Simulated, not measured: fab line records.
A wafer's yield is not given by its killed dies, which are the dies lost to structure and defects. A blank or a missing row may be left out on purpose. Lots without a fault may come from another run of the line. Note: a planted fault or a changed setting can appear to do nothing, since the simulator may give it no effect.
Chamber matching	flow n5-finfet	ald-sin-02 running N5_BEOL_M3_ALD_98: 4 sister chambers
The step deposits SiO2, target thk 2.5 nm, pulse time 1 s, co reactant pulse time 1 s. 4 wafers are shown with their chamber, then 11 later ones without.

== WAFERS, EACH WITH ITS CHAMBER ==
wafer	chamber	heater-power-w (W)
L088.2	3	74
L086.5	1	86
L086.6	0	74
L095.3	2	63

== WAFERS WHOSE CHAMBER IS MISSING ==
wafer	heater-power-w (W)
L095.5	61
L095.6	73
L096.1	64
L096.5	85
L096.6	73
L089.3	73
L089.4	84
L089.6	74
L090.2	62
L090.4	76
L090.5	73

== WHICH CHAMBER EACH ONE RAN IN ==
wafer	from the rows above	in truth
L095.5	2	2
L095.6	can't be placed: 0 or 3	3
L096.1	2	2
L096.5	1	1
L096.6	can't be placed: 0 or 3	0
L089.3	can't be placed: 0 or 3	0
L089.4	1	1
L089.6	can't be placed: 0 or 3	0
L090.2	2	2
L090.4	can't be placed: 0 or 3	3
L090.5	can't be placed: 0 or 3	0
Placed correctly: 5 of 11. From these rows, 6 cannot be placed; in 6 the true chamber is one of the candidates. Placed wrongly: 0.
How it was worked out, from the rows above alone: a wafer's distance from a chamber is the root of the sum, over the readings, of the square of ((its reading less the chamber's mean) divided by the reading's scatter). If the next closest chamber is less than 2 further off than the closest, the wafer can't be placed; otherwise it belongs to the closest. The mean given for a chamber averages the wafers shown for that chamber. The scatter: with one shown wafer a chamber, the root of the mean of the squares of how far each hidden wafer lies from its nearest shown one.
